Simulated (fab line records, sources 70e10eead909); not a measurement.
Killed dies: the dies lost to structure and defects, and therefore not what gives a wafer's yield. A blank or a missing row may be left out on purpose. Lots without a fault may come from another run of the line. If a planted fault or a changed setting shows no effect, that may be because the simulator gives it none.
A lot that was struck, set against a sound lot || flow nand_harc || 13 out of 1302 route steps
Sound: the wafers L907.3, L907.5, L907.6. Struck: wafer L913.2. (L913.3, L913.5 of the same lot were not struck and are left out.) The cause comes at the end.
Per side, at each step with rows, come the tool, then ch with its chambers, and then its first start. Under that, the readings that differ: sound wafers || struck wafers || difference of the means || sigmas: that difference in standard deviations of wafers without a fault.
alike: words and numbers the same on both sides, and readings whose means are apart by under 2 such deviations; not compared: readings that were withheld, readings missing a value for some wafer, numbers with overlapping values and no deviation given by the record, and bounds like >300 which may hide the same value.
The two part at a step that has a row with sigmas, a row that says differs or no value, or rows on one side only. Numbers that have no deviation but don't overlap get no sigmas and don't part them. A reading that every wafer of one side lacks parts them only if that side has two wafers or more.

NHARC_A_WL_FILL_RTA_01: time 5 s.
  sound on rtp_anneal-02 ch 0, day 22 21:01; struck on rtp_anneal-02 ch 0, day 24 23:17
  alike: lamp_power_pct, lamp_zone_2_pct, wafer_temp_C_max
NHARC_A_WL_FILL_ALD_02: deposits TiN, target thk 2 nm, pulse time 3 s, ald cycles 100.
  sound on ald_metal-04 ch 1,2,3, day 22 21:17; struck on ald_metal-04 ch 0, day 24 23:30
{"reading": "heater_power_w (W)", "sound": "1292 1019 1175", "struck": 899, "difference": -263, "sigmas": -3}
  alike: precursor_pulse_height_rel
  not compared: ald_cycles, susceptor_temp_C
NHARC_A_WL_FILL_CVD_03: deposits W, target thk 40 nm, time 279 s.
  sound on cvd_w-02 ch 0,1, day 22 21:43; struck on cvd_w-01 ch 0, day 24 23:54
  alike: heater_power_w, susceptor_temp_C, throttle_valve_pct
NHARC_A_WL_FILL_ETCHBACK_04: etches the open film in NF3, target depth 60 nm, time 120 s.
  sound on rie_metal-01 ch 0,1, day 22 22:03; struck on rie_metal-02 ch 1, day 25 00:18
{"reading": "rf_hours_counter_h (h)", "sound": "- - -", "struck": 2.1, "difference": "no value on the sound wafers", "sigmas": ""}
  alike: drypump_motor_current_A, oes_product_au
then, 1 step without rows for these wafers: NHARC_A_WL_FILL_ETCHBACK_05 (etches the open film in Cl2/BCl3, target depth 22 nm, time 60 s).
NHARC_A_WL_FILL_STRIP_27: strips in N2/H2, time 20 s.
  sound on plasma_asher-02 ch 0,1, day 22 22:25; struck on plasma_asher-01 ch 1, day 25 00:40
{"reading": "rf_hours_counter_h (h)", "sound": "- - -", "struck": 8, "difference": "no value on the sound wafers", "sigmas": ""}
  alike: drypump_motor_current_A, heater_power_w
then, 4 steps without rows for these wafers: NHARC_A_WL_FILL_STRIP_28 (strips in post etch residue remover, time 1200 s); NHARC_A_WL_FILL_PRECLEAN_06 (cleans in DIW, time 300 s); NHARC_A_WL_FILL_SRD_07; NHARC_A_WL_FILL_ANNEAL_08 (time 1800 s).
NHARC_A_WL_FILL_ALD_10: deposits SiO2, target thk 50 nm, pulse time 10 s, ald cycles 500.
  sound on ald_hk-03 ch 0,1,3, day 23 07:38; struck on ald_hk-03 ch 0, day 25 04:38
{"reading": "ald_cycles", "sound": "500 500 500", "struck": 457, "difference": -43, "sigmas": ""}
{"reading": "heater_power_w (W)", "sound": "494 545 405", "struck": 370, "difference": -111, "sigmas": -2}
  alike: precursor_pulse_height_rel, susceptor_temp_C
then, 1 step without rows for these wafers: NHARC_A_WL_FILL_ETCHBACK_16 (etches the open film in C4F8/O2/Ar, target depth 120 nm, time 24 s).
-- break in the record here, with 4 days between the starts of the struck wafers on either side (left off in module A_WL_FILL, picked up again in module END, where the first step shown is number 1302 on the route) --
NHARC_END_SORT_01:
  the record has rows for the struck wafers here (prober-01 ch 0, day 28 23:47) and none for the sound ones

## WHERE THEY PART
Last at NHARC_END_SORT_01 as far as this record goes, first at NHARC_A_WL_FILL_ALD_02.

WHY: whatever the simulator had introduced
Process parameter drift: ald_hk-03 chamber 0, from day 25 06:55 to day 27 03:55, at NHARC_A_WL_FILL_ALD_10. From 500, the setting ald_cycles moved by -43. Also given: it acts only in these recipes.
